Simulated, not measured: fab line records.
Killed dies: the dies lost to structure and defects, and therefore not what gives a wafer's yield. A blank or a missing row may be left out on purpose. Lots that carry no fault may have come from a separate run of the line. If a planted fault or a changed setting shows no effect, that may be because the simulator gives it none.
8D (eight disciplines) problem report, filled in by code :: flow nand harc :: the parts of the form that need people (team, actions taken, sign-off) are left out

1. WHAT IS WRONG
At NHARC_END_SORT_01, killed dies averages 676 over 6 wafers from 2 lots, while fault-free wafers read 63, standard deviation 19. Relative to the usual mean, that is a shift of +32 standard deviations.
The first sign was on wafer L543.3 at day 32 07:11, on prober-01. The record holds 9 wafers of 3 lots with a number at this step. Rule for "out", or "out of limits": more than 4 standard deviations from the usual mean. The other wafers with a number count as sound.

2. WHAT IT IS; WHAT IT IS NOT
question: which readings at this step
is: killed dies, killed at array
is not: killed at other, killed at periphery, killed open, killed short

question: which lots
is: L540, L543
is not: L537

question: which wafers of those lots
is: all that have a number
is not: -

question: read on which gauges
is: prober-01
is not: prober-02

question: when
is: from day 32 07:11
is not: up to then (3 sound wafers)

3. SUSPECTS, AND WHAT RULES EACH OUT
Counting: any tool at a process step up to the reading is kept as a suspect provided that every lot that is out went through it and no sound lot did after the first of them.
- the gauge at NHARC_END_SORT_01: ruled out. All the wafers that are out were read on prober-01, but those of them that NHARC_A_STAIRCASE_ETCH_444 has rows for are out there too, on other tools.
- rie diel-04 at NHARC_A_STAIRCASE_HM_OPEN_463 (chemistry O2/COS): kept. It ran every lot that is out, first L540 (day 25 21:34), and no sound lot after that. Because NHARC_A_STAIRCASE_HM_OPEN_463 lacks a start for some lots, the hours and order of its lots are taken from NHARC_A_STAIRCASE_DEP_322.
- pecvd-01 at NHARC_A_STAIRCASE_DEP_322 (deposits SiO2, target thk 7200 nm): kept. It ran every lot that is out, first L540 (day 25 21:34), and no sound lot after that.
- rie diel-02 at NHARC_A_STAIRCASE_ETCH_444 (etches the open film in C4F8/O2, target depth 20400 nm, time 6800 s): kept. It processed each lot that is out, first L543 at day 26 14:46, and no sound lot thereafter; up to then, the last sound lot it processed was L537 at day 25 12:26. Its own readings are out on those wafers: run length s.
- plasma asher-02 at NHARC_A_STAIRCASE_STRIP_446 (strips in O2): kept. It processed each lot that is out, first L543 at day 26 18:49, and no sound lot thereafter; up to then, the last sound lot it processed was L537 at day 25 16:49.
Left after counting: rie diel-04 at NHARC_A_STAIRCASE_HM_OPEN_463, pecvd-01 at NHARC_A_STAIRCASE_DEP_322, rie diel-02 at NHARC_A_STAIRCASE_ETCH_444, plasma asher-02 at NHARC_A_STAIRCASE_STRIP_446.

4. THE CAUSE (what the simulator had put in)
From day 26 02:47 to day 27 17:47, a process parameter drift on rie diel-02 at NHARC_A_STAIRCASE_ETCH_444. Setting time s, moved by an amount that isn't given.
This tool is one of the 4 suspects left after counting.

5. SEQUENCE OF EFFECTS, ordered by route
Rows list readings where the struck wafers' mean (over those with a number) sits beyond 3 standard deviations from the usual. Scope: only readings with a usual standard deviation given in the record; hours: median across lots of the time from each lot's start at the first step in this table that gives one to its start at this step; sigmas: change in usual standard deviations.
hours: 0
step: NHARC_A_STAIRCASE_ETCH_444
reading: run length s
usual: 6821.3 s
on struck wafers: 7454.3
change: +633.0
sigmas: +99 or more

hours: 141
step: NHARC_END_SORT_01
reading: killed at array
usual: 58
on struck wafers: 672
change: +614
sigmas: +31

hours: 141
step: NHARC_END_SORT_01
reading: killed dies
usual: 63
on struck wafers: 676
change: +614
sigmas: +32
The process steps in it:
- NHARC_A_STAIRCASE_ETCH_444: etches the open film in C4F8/O2, target depth 20400 nm, time 6800 s.

6. WHAT WOULD HAVE CAUGHT IT SOONER
Counted from the fault's start at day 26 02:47, it took 148 hours until the first out-of-limits reading at a measuring or inspecting step in this record, taken at day 32 07:11.
The tool's own readings at NHARC_A_STAIRCASE_ETCH_444 were out on every struck wafer that the step has a row for (run length s): an alarm limit on them would have fired on the first of those.
By day 32 07:11 the whole set of lots that are out, 2 in number, had already begun NHARC_A_STAIRCASE_ETCH_444 on rie diel-02. A hold on the tool at that time would have spared none of them.
